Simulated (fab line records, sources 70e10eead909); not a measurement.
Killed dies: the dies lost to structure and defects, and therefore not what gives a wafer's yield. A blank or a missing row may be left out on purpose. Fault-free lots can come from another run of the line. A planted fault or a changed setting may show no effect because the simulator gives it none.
A lot that was struck, set against a sound lot -- flow nand_harc -- 15 out of 1159 route steps
Sound: the wafers L573.3, L573.4, L573.6. Struck: wafers L559.1, L559.5, L559.6. The cause comes at the end.
Order at every step that has rows: each side's tool, ch and its chambers, its first start. Under that, the readings that differ: sound wafers -- struck wafers -- difference of the means -- sigmas: that difference in standard deviations of wafers without a fault.
alike: readings whose means differ by less than 2 such deviations, and words and numbers that are the same on both sides. not compared: withheld readings, readings that some wafer has no value for, bounds like >300 that may hide the same value, and numbers for which the record gives no deviation and whose values overlap.
The two part at a step that has a row with sigmas, a row that says differs or no value, or rows on one side only. Numbers that don't overlap but have no deviation are shown without sigmas and don't part them. A reading missing from all wafers of one side parts the sides only when that side holds two or more wafers.

first, 8 steps without rows for these wafers: NHARC_A_BONDPAD_HMDS_02 (time 30 s); NHARC_A_BONDPAD_COAT_33 (time 65 s); NHARC_A_BONDPAD_COAT_03 (resist thk 600 nm); NHARC_A_BONDPAD_SOFTBAKE_04 (time 70 s); NHARC_A_BONDPAD_EBR_05; NHARC_A_BONDPAD_EXPOSE_06 (exposes mask A BPAD); NHARC_A_BONDPAD_PEB_07 (peb time 80 s); NHARC_A_BONDPAD_DEVELOP_08 (time 50 s).
NHARC_A_BONDPAD_CD_MEAS_09: the cd target is 500 nm.
  sound on cd_sem-02 ch 0, day 23 03:23; struck on cd_sem-01 ch 0, day 19 23:01
  alike: cd_nm
NHARC_A_BONDPAD_OVL_MEAS_35:
  sound on overlay-01 at day 23 03:29; struck on overlay-01 at day 19 23:07
  alike: overlay_x_nm, overlay_y_nm
then, 1 step without rows for these wafers: NHARC_A_BONDPAD_HARDBAKE_10 (time 65 s).
NHARC_A_BONDPAD_DESCUM_11: chemistry O2, time 3 s.
  sound on rie_diel-04 ch 0,1,3, day 23 03:36; struck on rie_diel-04 ch 0,3, day 19 23:14
  alike: chamber_pressure_mTorr, drypump_motor_current_A, oes_product_au, rf_vpp_V, showerhead_plenum_p_Torr, throttle_valve_pct
  not compared: rf_hours_counter_h
NHARC_A_BONDPAD_ETCH_34: etches the open film in N2/H2, target depth 60 nm, overetch 18 nm, time 65.91 s.
  sound on rie_diel-04 ch 1,3, day 23 03:43; struck on rie_diel-04 ch 0,1, day 19 23:20
reading,sound,struck,difference,sigmas
oes_product_au (a.u.),1.009 1.001 1.012,1.031 1.031 1.026,+0.022,+2
rf_fwd_power_W (W),393.4 394.1 395.9,- - -,no value on the struck wafers,
run_length_s (s),87.3 87.7 87.5,68.1 67.9 68.1,-19.5,-40
  alike: chamber_pressure_mTorr, drypump_motor_current_A, rf_vpp_V, showerhead_plenum_p_Torr, throttle_valve_pct
  not compared: rf_hours_counter_h
NHARC_A_BONDPAD_ETCH_12: etches the open film in CHF3/O2, target depth 220 nm, time 110 s.
  sound on rie_diel-04 ch 0,1; struck on rie_diel-04 ch 0,1
  alike: chamber_pressure_mTorr, drypump_motor_current_A, oes_product_au, rf_fwd_power_W, rf_vpp_V, run_length_s, showerhead_plenum_p_Torr, throttle_valve_pct
  not compared: rf_hours_counter_h
NHARC_END_SORT_01:
  sound on prober-02 ch 0, day 24 14:06; struck on prober-02 ch 0, day 21 07:09
reading,sound,struck,difference,sigmas
defect_limited_yield (%),89.4 92.0 89.5,93.5 92.6 96.6,+3.9,+2
killed_at_other,2 1 4,0 0 0,-2,-2
killed_dies,72 54 71,44 50 23,-27,-2
killed_short,3 3 4,0 0 1,-3,-2
sort_bin_4_pct (%),5.8 4.4 6.1,2.2 1.6 1.9,-3.5,-3
sort_n_pass,605 623 606,633 627 654,+27,+2
sort_yield_pct (%),89.4 92.0 89.5,93.5 92.6 96.6,+3.9,+2
  alike: killed_at_array, killed_at_periphery, killed_open, sort_bin_2_pct, sort_bin_3_pct, sort_rim_yield_pct

## WHERE THEY PART
Last at NHARC_END_SORT_01 as far as this record goes, first at NHARC_A_BONDPAD_ETCH_34.

WHY: what the simulator had put in
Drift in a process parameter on rie_diel-04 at NHARC_A_BONDPAD_ETCH_34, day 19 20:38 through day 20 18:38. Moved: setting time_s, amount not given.
